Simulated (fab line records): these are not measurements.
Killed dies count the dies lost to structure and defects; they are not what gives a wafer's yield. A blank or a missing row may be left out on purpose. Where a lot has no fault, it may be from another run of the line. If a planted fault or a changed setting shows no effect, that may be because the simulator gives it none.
fab line records -- flow nandHarc
record lots=5, wafers=15, lastDay=33
route steps=1302 shown P_CONTACT@217 END@1302
lots with no fault: from the same line, run without faults
startH: hours from the record's first day to the start of the lot's first wafer shown -- waitH: hours from the lot's prior step to this one -- " identical to the entry in the row above -- L1.1+2: one row covering several wafers at once -- - no value, or no start was given -- * or withheld: withheld -- < > ~ a bound
route shown NAME@n: a module of which the file shows steps, and the number in the route of the first -- usual: the fault-free wafers' mean and standard deviation -- same: alike in all rows -- chamber/n: place in a boat -- sites: readings site by site -- _std_site: standard deviation of those values -- _edge_site: outer sites' mean less inner sites' -- radiusMm: for every site, how far away it sits from the centre of the wafer -- mask NAME#n: copy n -- behind: the most recent tool/chamber to have shaped the wafer -- hold: why the lot was held/for how many hours/how that ended -- device: names the non-switching transistor (n, p or np) -- end of line: the same wafers' tests at the end of the route -- a step with no rows: only its recipe -- killed: dies that structure and defects cost at the first sort, which is not the same as the wafer's yield -- map: a wafer's dies, x killed, . not, _ none there
set.NAME: setting as actually run; set.NAME@STEP: the setting as run at that earlier step -- model.NAME: the simulator's own value behind a step, which no gauge read
certain route steps with their lots: each step a table, each wafer a row
services: the hour from which a tool's chamber was out of use, counted from the record's first day as startH (under 0 if before that day), plus the number of hours and why
## steps
# step NHARC_P_CONTACT_DEP_30
# recipe targetThkA=300, tempC=400, targetThkNm=30, flowSccm=200, rfW=450, material=SiNx
# usual heaterPowerW=654/100
lot.wafer,tool,chamber,startH,waitH,heaterPowerW
L309.2,pecvd-02,1,153.99,0.1,780
L309.3,pecvd-02,2,153.99,0.1,600
L309.6,pecvd-02,0,153.99,0.1,566
L310.3,pecvd-04,2,160.82,0.2,538
L310.6,pecvd-04,1,160.82,0.2,615
L310.4,pecvd-04,2,160.82,0.2,569
L318.2,pecvd-04,0,240.94,0.1,864
L318.1,pecvd-04,2,240.94,0.1,595
L318.6,pecvd-04,1,240.94,0.1,587
L324.4,pecvd-02,2,302.30,0.2,590
L324.6,pecvd-02,0,302.30,0.2,630
L324.5,pecvd-02,1,302.30,0.2,743
L328.1,pecvd-02,2,348.25,0.1,555
L328.3,pecvd-02,0,348.25,0.1,568
L328.2,pecvd-02,1,348.25,0.1,713
# step NHARC_P_CONTACT_DEP_00
# recipe targetThkA=5000, tempC=400, pressureTorr=6.5, rfW=900, teosFlowSccm=161.4, flowSccm=2650, targetThkNm=500, gas=O2, material=SiO2
# usual heaterPowerW=502/94, showerheadVppV=1805/69, throttleValvePct=15.7/0.44
lot.wafer,tool,chamber,startH,waitH,heaterPowerW,showerheadVppV,throttleValvePct
L309.2,pecvd-02,1,-,-,724,1734,15.3
L309.3,pecvd-02,2,-,-,488,1854,15.6
L309.6,pecvd-02,0,-,-,431,1866,16.3
L310.3,pecvd-04,2,-,-,359,1878,15.4
L310.6,pecvd-04,1,-,-,482,1747,15.9
L310.4,pecvd-04,2,-,-,406,1856,15.3
L318.2,pecvd-04,0,-,-,617,1791,16.1
L318.1,pecvd-04,2,-,-,443,1871,15.5
L318.6,pecvd-04,1,-,-,458,1741,15.9
L324.4,pecvd-02,2,-,-,513,1859,15.5
L324.6,pecvd-02,0,-,-,430,1849,16.1
L324.5,pecvd-02,1,-,-,633,1719,15.5
L328.1,pecvd-02,2,-,-,419,1814,15.6
L328.3,pecvd-02,0,-,-,456,1860,16.0
L328.2,pecvd-02,1,-,-,624,1718,15.2
# step NHARC_P_CONTACT_CMP_01
# recipe targetThkNm=200, material=SiO2
# usual motorCurrentA=12.5/1.9, padLifeWafers=207/95
lot.wafer,tool,chamber,startH,waitH,motorCurrentA,padLifeWafers
L309.3,cmp-04,1,154.72,-,12.6,98
L309.2,cmp-04,2,154.72,-,11.1,99
L309.6,cmp-04,3,154.72,-,12.3,-
L310.4,cmp-02,2,161.54,-,11.5,44
L310.3,cmp-02,3,161.54,-,10.8,45
L310.6,cmp-02,0,161.54,-,12.1,-
L318.1,cmp-03,2,241.65,-,12.0,294
L318.2,cmp-03,0,241.65,-,11.8,296
L318.6,cmp-03,3,241.65,-,17.9,-
L324.4,cmp-03,1,302.95,-,11.1,152
L324.5,cmp-03,3,302.95,-,17.9,-
L324.6,cmp-03,0,302.95,-,12.1,-
L328.2,cmp-04,2,348.99,-,11.9,61
L328.1,cmp-04,3,348.99,-,12.2,62
L328.3,cmp-04,0,348.99,-,12.1,63
# step NHARC_P_CONTACT_SRD_03
# step NHARC_P_CONTACT_DEHYDRATE_04
# recipe tempC=150, timeS=120
# step NHARC_P_CONTACT_HMDS_05
# recipe timeS=30
# step NHARC_P_CONTACT_COAT_33
# recipe tempC=260, timeS=75
# step NHARC_P_CONTACT_COAT_34
# recipe tempC=225, timeS=65
# step NHARC_P_CONTACT_COAT_06
# recipe spinRpm=1500, resistThkNm=90
# step NHARC_P_CONTACT_SOFTBAKE_07
# recipe tempC=105, timeS=55
# step NHARC_P_CONTACT_EBR_08
# step NHARC_P_CONTACT_EXPOSE_09
# recipe na=1.35, targetCdNm=90, doseMj=81.26, maskId=P_CA
# usual focusOffsetNm=0.1/0.59, stageVelMmS=500.02/0.22
lot.wafer,tool,chamber,startH,waitH,mask,focusOffsetNm,stageVelMmS
L309.2,arfiScanner-02,0,155.36,-,P_CA#0,0.4,500.14
L309.3,arfiScanner-02,0,155.36,-,P_CA#0,0.0,500.00
L309.6,arfiScanner-02,0,155.36,-,P_CA#0,0.7,500.11
L310.3,arfiScanner-01,0,162.18,-,P_CA_R1#0,-1.4,499.93
L310.4,arfiScanner-01,0,162.18,-,P_CA_R1#0,-1.1,499.98
L310.6,arfiScanner-01,0,162.18,-,P_CA_R1#0,-0.1,500.10
L318.1,arfiScanner-01,0,242.27,-,P_CA#0,0.3,499.57
L318.2,arfiScanner-01,0,242.27,-,P_CA#0,0.4,499.53
L318.6,arfiScanner-01,0,242.27,-,P_CA#0,0.7,499.82
L324.4,arfiScanner-02,0,303.48,-,P_CA#0,-0.9,500.11
L324.5,arfiScanner-02,0,303.48,-,P_CA#0,-0.2,500.00
L324.6,arfiScanner-02,0,303.48,-,P_CA#0,0.3,500.17
L328.1,arfiScanner-03,0,349.66,-,P_CA#0,0.2,500.37
L328.2,arfiScanner-03,0,349.66,-,P_CA#0,0.5,500.14
L328.3,arfiScanner-03,0,349.66,-,P_CA#0,0.2,500.47
# step NHARC_P_CONTACT_PEB_10
# recipe pebTempC=100, pebTimeS=65
# step NHARC_P_CONTACT_DEVELOP_11
# recipe developTimeS=35, devTempC=23
# step NHARC_P_CONTACT_CD_MEAS_12
# recipe targetCdNm=90, landingEnergyEv=500
# usual cdNm=90.2/0.62
lot.wafer,tool,chamber,startH,waitH,cdNm
L309.2,cdSem-02,0,155.50,-,90.9
L309.3,cdSem-02,0,155.50,-,90.4
L309.6,cdSem-02,0,155.50,-,90.6
L310.3,cdSem-03,0,162.32,-,95.9
L310.4,cdSem-03,0,162.32,-,95.0
L310.6,cdSem-03,0,162.32,-,94.7
L318.1,cdSem-03,0,242.41,-,90.0
L318.2,cdSem-03,0,242.41,-,90.4
L318.6,cdSem-03,0,242.41,-,89.7
L324.4,cdSem-02,0,303.62,-,90.0
L324.5,cdSem-02,0,303.62,-,89.7
L324.6,cdSem-02,0,303.62,-,89.8
L328.1,cdSem-01,0,349.79,-,90.2
L328.2,cdSem-01,0,349.79,-,91.1
L328.3,cdSem-01,0,349.79,-,90.4
# step NHARC_P_CONTACT_OVL_MEAS_13
# usual overlayXNm=0.0/0.95, overlayYNm=0.0/0.6
lot.wafer,tool,chamber,startH,waitH,overlayXNm,overlayYNm
L309.2,overlay-02,-,155.58,-,0.4,-0.4
L309.3,overlay-02,-,155.58,-,-0.1,-0.3
L309.6,overlay-02,-,155.58,-,0.4,-0.8
L310.3,overlay-02,-,162.40,-,-1.9,-0.3
L310.4,overlay-02,-,162.40,-,-1.8,-0.4
L310.6,overlay-02,-,162.40,-,-2.1,-0.3
L318.1,overlay-02,-,242.50,-,0.1,-0.1
L318.2,overlay-02,-,242.50,-,-0.1,-0.7
L318.6,overlay-02,-,242.50,-,-0.1,-1.0
L324.4,overlay-01,-,303.70,-,-0.2,-1.2
L324.5,overlay-01,-,303.70,-,-0.5,-1.1
L324.6,overlay-01,-,303.70,-,0.0,-0.1
L328.1,overlay-02,-,349.88,-,0.4,-0.2
L328.2,overlay-02,-,349.88,-,0.5,-0.5
L328.3,overlay-02,-,349.88,-,0.4,-0.3
# step NHARC_P_CONTACT_INSPECT_14
# usual rawDefectCount=3.7/2
lot.wafer,tool,chamber,startH,waitH,rawDefectCount
L309.2,defectInspect-02,-,155.63,0.0,0
L309.3,defectInspect-02,-,155.63,0.0,2
L309.6,defectInspect-02,-,155.63,0.0,5
L310.3,defectInspect-01,-,162.44,0.0,4
L310.4,defectInspect-01,-,162.44,0.0,2
L310.6,defectInspect-01,-,162.44,0.0,5
L318.1,defectInspect-01,-,242.53,0.0,4
L318.2,defectInspect-01,-,242.53,0.0,2
L318.6,defectInspect-01,-,242.53,0.0,3
L324.4,defectInspect-01,-,303.73,0.0,2
L324.5,defectInspect-01,-,303.73,0.0,3
L324.6,defectInspect-01,-,303.73,0.0,3
L328.1,defectInspect-01,-,349.92,0.0,6
L328.2,defectInspect-01,-,349.92,0.0,2
L328.3,defectInspect-01,-,349.92,0.0,3
# step NHARC_P_CONTACT_DESCUM_17
# recipe timeS=3, o2FlowSccm=200, arFlowSccm=0, biasPowerW=0, chemistry=O2
# usual chamberPressureMTorr=59.99/0.054, drypumpMotorCurrentA=5.7/0.5, oesProductAu=1.002/0.01, rfVppV=57.8/1, showerheadPlenumPTorr=1.92/0.083, throttleValvePct=11.312/0.0091
lot.wafer,tool,chamber,startH,waitH,chamberPressureMTorr,drypumpMotorCurrentA,oesProductAu,rfHoursCounterH,rfVppV,showerheadPlenumPTorr,throttleValvePct,model.P_CONTACT.cdNm
L309.2,rieDiel-13,0,155.69,0.1,59.95,5.4,0.998,4.1,56.4,1.80,11.312,90.43
L309.3,rieDiel-13,2,155.69,0.1,60.09,5.0,1.003,4.3,58.2,1.80,11.329,90.8
L309.6,rieDiel-13,0,155.69,0.1,59.96,5.3,0.998,-,58.1,1.80,11.322,89.91
L310.3,rieDiel-12,1,162.50,0.1,60.00,5.1,1.006,1.7,57.6,1.98,11.324,96.41
L310.4,rieDiel-12,3,162.50,0.1,60.06,5.2,1.000,1.4,58.5,1.88,11.315,95.3
L310.6,rieDiel-12,2,162.50,0.1,59.94,6.4,0.991,-,56.2,1.92,11.323,94.9
L318.1,rieDiel-04,2,242.60,0.1,59.95,5.5,1.007,2.5,59.5,1.91,11.307,90.53
L318.2,rieDiel-04,0,242.60,0.1,59.95,6.5,0.994,2.7,56.9,2.00,11.302,90.67
L318.6,rieDiel-04,1,242.60,0.1,60.00,5.7,1.008,-,59.9,2.02,11.309,89.71
L324.4,rieDiel-04,0,303.82,0.1,60.03,6.5,1.000,5.1,58.1,2.00,11.316,90
L324.6,rieDiel-04,1,303.82,0.1,60.03,5.8,1.005,-,57.8,2.02,11.299,89.83
L324.5,rieDiel-04,2,303.82,0.1,60.10,5.5,1.021,-,59.9,1.91,11.314,91.17
L328.3,rieDiel-04,0,349.99,0.1,60.03,6.5,1.008,7.9,57.5,2.00,11.306,91.12
L328.2,rieDiel-04,1,349.99,0.1,59.92,5.7,1.006,8.2,58.2,2.02,11.297,91.02
L328.1,rieDiel-04,2,349.99,0.1,60.00,5.5,1.019,8.3,57.3,1.91,11.310,91
# step NHARC_P_CONTACT_ETCH_35
# recipe targetDepthA=390, overEtchFrac=0.3, timeS=65, ionEnergyEv=80, cf4FlowSccm=150, arFlowSccm=0, rfW=300, biasW=100, chemistry=CF4
# usual chamberPressureMTorr=50.00/0.049, drypumpMotorCurrentA=5.7/0.5, oesProductAu=1.001/0.011, rfVppV=151.4/1.1, showerheadPlenumPTorr=1.78/0.069, throttleValvePct=13.283/0.0086
lot.wafer,tool,chamber,startH,waitH,chamberPressureMTorr,drypumpMotorCurrentA,oesProductAu,rfHoursCounterH,rfVppV,showerheadPlenumPTorr,throttleValvePct
L309.2,rieDiel-13,2,155.78,0.1,50.03,5.0,1.012,4.3,149.5,1.67,13.289
L309.3,rieDiel-13,0,155.78,0.1,49.99,5.4,1.016,4.1,148.5,1.67,13.288
L309.6,rieDiel-13,1,155.78,0.1,50.01,5.3,0.995,-,149.1,1.67,13.280
L310.3,rieDiel-12,3,162.58,0.1,49.97,5.2,0.998,1.5,151.5,1.74,13.288
L310.4,rieDiel-12,0,162.58,0.1,50.00,6.2,0.989,1.6,149.8,1.68,13.295
L310.6,rieDiel-12,3,162.58,0.1,50.06,5.2,0.993,-,151.7,1.74,13.277
L318.1,rieDiel-04,1,242.68,0.1,49.97,5.7,1.004,2.7,153.1,1.86,13.282
L318.2,rieDiel-04,3,242.68,0.1,49.96,5.7,0.993,2.5,152.7,1.86,13.282
L318.6,rieDiel-04,2,242.68,0.1,49.99,5.5,1.021,-,152.1,1.76,13.291
L324.4,rieDiel-04,1,303.90,0.1,49.96,5.7,1.007,5.3,152.8,1.86,13.287
L324.5,rieDiel-04,2,303.90,0.1,50.04,5.5,1.039,-,151.2,1.76,13.273
L324.6,rieDiel-04,3,303.90,0.1,49.96,5.8,1.006,-,152.9,1.86,13.296
L328.3,rieDiel-04,3,350.07,0.1,50.00,5.8,0.987,7.4,152.1,1.86,13.283
L328.2,rieDiel-04,0,350.07,0.1,49.98,6.5,1.000,7.9,153.0,1.85,13.289
L328.1,rieDiel-04,1,350.07,0.1,49.97,5.8,0.999,8.2,151.4,1.86,13.284
# step NHARC_P_CONTACT_ETCH_36
# recipe targetDepthA=2600, overEtchFrac=0.25, timeS=406.25, ionEnergyEv=200, n2FlowSccm=150, h2FlowSccm=150, arFlowSccm=0, rfW=400, biasW=150, chemistry=N2/H2
# usual chamberPressureMTorr=30.001/0.026, drypumpMotorCurrentA=5.7/0.51, oesProductAu=1.001/0.0099, rfVppV=430.9/2.5, showerheadPlenumPTorr=2.05/0.089, throttleValvePct=14.172/0.01
lot.wafer,tool,chamber,startH,waitH,chamberPressureMTorr,drypumpMotorCurrentA,oesProductAu,rfHoursCounterH,rfVppV,showerheadPlenumPTorr,throttleValvePct
L309.3,rieDiel-13,2,-,-,29.995,5.0,1.013,4.3,427.1,1.91,14.182
L309.2,rieDiel-13,0,-,-,30.026,5.3,1.003,4.1,426.9,1.91,14.177
L309.6,rieDiel-13,3,-,-,29.961,5.4,1.012,-,429.1,1.99,14.173
L310.3,rieDiel-12,1,-,-,30.017,5.1,0.994,1.8,433.6,2.11,14.180
L310.4,rieDiel-12,2,-,-,30.024,6.4,0.985,1.6,430.7,2.05,14.183
L310.6,rieDiel-12,3,-,-,30.015,5.2,0.987,-,428.8,2.00,14.180
L318.2,rieDiel-04,2,-,-,30.005,5.5,1.037,2.6,429.9,2.03,14.171
L318.1,rieDiel-04,3,-,-,29.966,5.7,0.994,2.6,433.8,2.16,14.152
L318.6,rieDiel-04,2,-,-,29.986,5.5,1.023,-,430.0,2.03,14.172
L324.4,rieDiel-04,3,-,-,30.024,5.8,0.999,4.9,434.9,2.16,14.160
L324.6,rieDiel-04,2,-,-,30.020,5.5,1.023,-,430.4,2.03,14.164
L324.5,rieDiel-04,3,-,-,30.042,5.8,0.992,-,434.2,2.16,14.170
L328.3,rieDiel-04,0,-,-,30.008,6.5,1.007,8.0,433.5,2.14,14.154
L328.1,rieDiel-04,1,-,-,29.996,5.7,0.997,8.2,433.8,2.16,14.168
L328.2,rieDiel-04,3,-,-,30.025,5.8,0.985,7.5,432.9,2.16,14.163
# step NHARC_P_CONTACT_ETCH_18
# recipe targetDepthA=4810, timeS=240.5, c4f8FlowSccm=20, o2FlowSccm=10, arFlowSccm=withheld, rfW=600, biasW=1500, chemistry=C4F8/O2/Ar
# step NHARC_P_CONTACT_STRIP_37
# recipe c4f8FlowSccm=withheld, o2FlowSccm=8, arFlowSccm=withheld, biasW=0, chemistry=C4F8/O2/Ar
# step NHARC_P_CONTACT_ETCH_31
# recipe targetDepthA=300, timeS=85.7, ionEnergyEv=120, overEtchFrac=1, ch3fFlowSccm=50, o2FlowSccm=30, arFlowSccm=200, rfW=500, biasW=100, chemistry=CH3F/O2
# usual ch3fFlowSccm=50.02/0.15, chamberPressureMTorr=25.000/0.022, drypumpMotorCurrentA=5.7/0.51, oesProductAu=0.980/0.014, rfVppV=244.5/1.7, showerheadPlenumPTorr=2.47/0.1, throttleValvePct=20.664/0.0093
lot.wafer,tool,chamber,startH,waitH,ch3fFlowSccm,chamberPressureMTorr,drypumpMotorCurrentA,oesProductAu,rfHoursCounterH,rfVppV,showerheadPlenumPTorr,throttleValvePct,model.P_CONTACT.cdNm
L309.2,rieDiel-13,1,-,-,49.99,25.013,5.3,0.991,4.4,242.2,2.32,20.672,90.24
L309.3,rieDiel-13,2,-,-,50.18,25.038,5.0,0.992,4.7,240.5,2.32,20.660,88.2
L309.6,rieDiel-13,1,-,-,49.90,25.004,5.3,0.982,-,241.5,2.32,20.661,90.04
L310.3,rieDiel-12,2,-,-,49.96,25.011,6.4,0.978,1.7,244.8,2.47,20.658,96.91
L310.4,rieDiel-12,3,-,-,50.11,25.040,5.2,0.989,1.9,244.8,2.41,20.667,95.12
L310.6,rieDiel-12,1,-,-,49.78,24.990,5.1,0.976,-,244.3,2.54,20.673,93.66
L318.1,rieDiel-04,0,-,-,49.85,24.975,6.5,0.987,2.9,245.9,2.57,20.668,91.11
L318.2,rieDiel-04,2,-,-,50.08,25.034,5.5,0.996,2.9,244.0,2.45,20.661,90.41
L318.6,rieDiel-04,0,-,-,50.05,24.961,6.4,0.979,-,245.2,2.57,20.667,90.25
L324.4,rieDiel-04,2,-,-,49.73,24.982,5.5,0.998,5.9,244.2,2.45,20.667,88.57
L324.5,rieDiel-04,3,-,-,50.25,25.021,5.8,0.980,-,247.1,2.59,20.663,90.03
L324.6,rieDiel-04,0,-,-,49.79,25.015,6.5,0.996,-,246.2,2.57,20.671,88.1
L328.3,rieDiel-04,1,-,-,50.08,24.973,5.7,0.993,8.5,245.3,2.59,20.677,90.07
L328.1,rieDiel-04,3,-,-,49.94,24.952,5.7,0.972,7.7,246.4,2.59,20.669,91.58
L328.2,rieDiel-04,0,-,-,50.05,25.009,6.5,0.981,8.2,246.4,2.57,20.661,91.14
# step NHARC_P_CONTACT_CD_MEAS_19
# usual cdNm=89.6/1.3
lot.wafer,tool,chamber,startH,waitH,cdNm
L309.2,cdSem-01,-,156.56,-,90.3
L309.3,cdSem-01,-,156.56,-,88.2
L309.6,cdSem-01,-,156.56,-,90.0
L310.3,cdSem-03,-,163.37,-,97.0
L310.4,cdSem-03,-,163.37,-,94.9
L310.6,cdSem-03,-,163.37,-,93.7
L318.1,cdSem-02,-,243.47,-,90.9
L318.2,cdSem-02,-,243.47,-,90.6
L318.6,cdSem-02,-,243.47,-,90.6
L324.4,cdSem-01,-,304.67,-,88.8
L324.5,cdSem-01,-,304.67,-,90.1
L324.6,cdSem-01,-,304.67,-,88.4
L328.1,cdSem-03,-,350.85,-,91.6
L328.2,cdSem-03,-,350.85,-,90.8
L328.3,cdSem-03,-,350.85,-,90.2
# step NHARC_END_SORT_01
# recipe tempC=25
# usual killedAtArray=50/20, killedAtOther=1.2/1.5, killedAtPeriphery=3.6/2.6, killedDies=55/20, killedOpen=3.4/2, killedShort=2.7/1.6
# same grossDies=677
lot.wafer,tool,chamber,startH,waitH,killedAtArray,killedAtOther,killedAtPeriphery,killedDies,killedOpen,killedShort
L310.3,prober-01,0,597.13,3.1,63,1,1,65,4,1
L318.1,prober-02,0,672.24,2.5,71,1,2,74,2,2
L318.2,prober-02,0,673.04,2.8,69,2,3,74,2,5
L318.6,prober-02,0,676.22,4.0,59,2,3,64,4,3
# killed by level:class
L310.3 A_CHANNEL_HOLE_D2:chamberFilmFlake=34 A_STAIRCASE:chamberFilmFlake=12 A_SLIT:chamberFilmFlake=6 A_CHANNEL_HOLE_D1:chamberFilmFlake=4 A_CONTACT:chamberFilmFlake=3 A_CONTACT:geometricParticle:open=2 A_DECK1_JOINT:geometricParticle:short=1 A_WL_FILL:geometricParticle:open=1
L318.1 A_SLIT:chamberFilmFlake=34 A_CHANNEL_HOLE_D1:chamberFilmFlake=19 A_CONTACT:chamberFilmFlake=7 A_CHANNEL_FILL_D2:chamberFilmFlake=2 A_STAIRCASE:chamberFilmFlake=2 A_M1:chamberFilmFlake=2 P_CONTACT:geometricParticle:open=1 A_DECK1_JOINT:geometricParticle:short=1
L318.2 A_CHANNEL_HOLE_D1:chamberFilmFlake=24 A_CONTACT:chamberFilmFlake=13 A_SLIT:chamberFilmFlake=11 A_WL_FILL:chamberFilmFlake=5 A_M1:chamberFilmFlake=5 A_ONON_D1:geometricParticle:short=2 A_CHANNEL_FILL_D1:chamberFilmFlake=2 A_CHANNEL_FILL_D2:chamberFilmFlake=2
L318.6 A_CHANNEL_HOLE_D1:chamberFilmFlake=32 A_SLIT:chamberFilmFlake=10 A_CONTACT:chamberFilmFlake=7 P_STI:geometricParticle:open=2 A_STAIRCASE:chamberFilmFlake=2 THIN_TSV:chamberFilmFlake=2 A_ONON_D1:geometricParticle:open=1 A_DECK1_JOINT:geometricParticle:short=1
## services
tool,chamber,startH,hours,kind
cmp-04,-,138.23,0.9,repair
arfiScanner-02,-,140.00,4.0,pm
rieDiel-04,-,161.75,1.0,repair
cmp-03,-,162.07,4.0,pm
rieDiel-13,-,165.00,9.0,pm
rieDiel-04,-,177.90,9.0,pm
pecvd-04,0,182.68,6.1,repair
cmp-04,-,188.88,2.1,repair
cmp-03,-,193.82,2.0,repair
rieDiel-12,3,195.55,11.0,repair
cmp-03,-,196.38,3.2,repair
rieDiel-13,1,204.85,6.6,repair
rieDiel-04,-,219.88,0.2,repair
pecvd-02,-,227.47,13.0,pm
rieDiel-12,-,230.63,4.2,repair
rieDiel-13,1,235.82,6.9,repair
pecvd-02,-,261.23,1.9,repair
rieDiel-12,-,268.42,9.0,pm
pecvd-04,-,269.00,13.0,pm
rieDiel-04,3,274.83,8.4,repair
pecvd-04,-,308.10,0.3,repair
rieDiel-12,3,313.86,5.0,repair
rieDiel-13,-,342.00,9.0,pm
pecvd-02,1,349.80,28.0,repair
## key
firstSign step=NHARC_P_CONTACT_EXPOSE_09, reading=mask, direction=changed
effect step=NHARC_P_CONTACT_CD_MEAS_12, reading=cdNm, direction=up, sigmas=8, usual=90.2, struck=95.2
effect step=NHARC_P_CONTACT_CD_MEAS_19, reading=cdNm, direction=up, sigmas=4.3, usual=89.6, struck=95.2
modelEffect step=NHARC_P_CONTACT_DESCUM_17, value=P_CONTACT.cdNm, without=90.17, struck=95.54
modelEffect step=NHARC_P_CONTACT_ETCH_31, value=P_CONTACT.cdNm, without=89.86, struck=95.23
metAt NHARC_P_CONTACT_EXPOSE_09
struckWafers L310.3,L310.4,L310.6
testerLeftOut L310
fault kind=wrongMask, tool=any, chamber=-, onsetH=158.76, steps=NHARC_P_CONTACT_EXPOSE_09, auxCopy=P_CA_R1#0, cdOffsetNm=5.3673, scope=struckLotsOnly
# testerLeftOut: of these lots the tester's yield and bins aren't shown, on N5 and GAA mostly nor the transistor test; their killed dies are dies lost to structure and defects alone, not to doping, threshold or leakage, so they don't give the yield
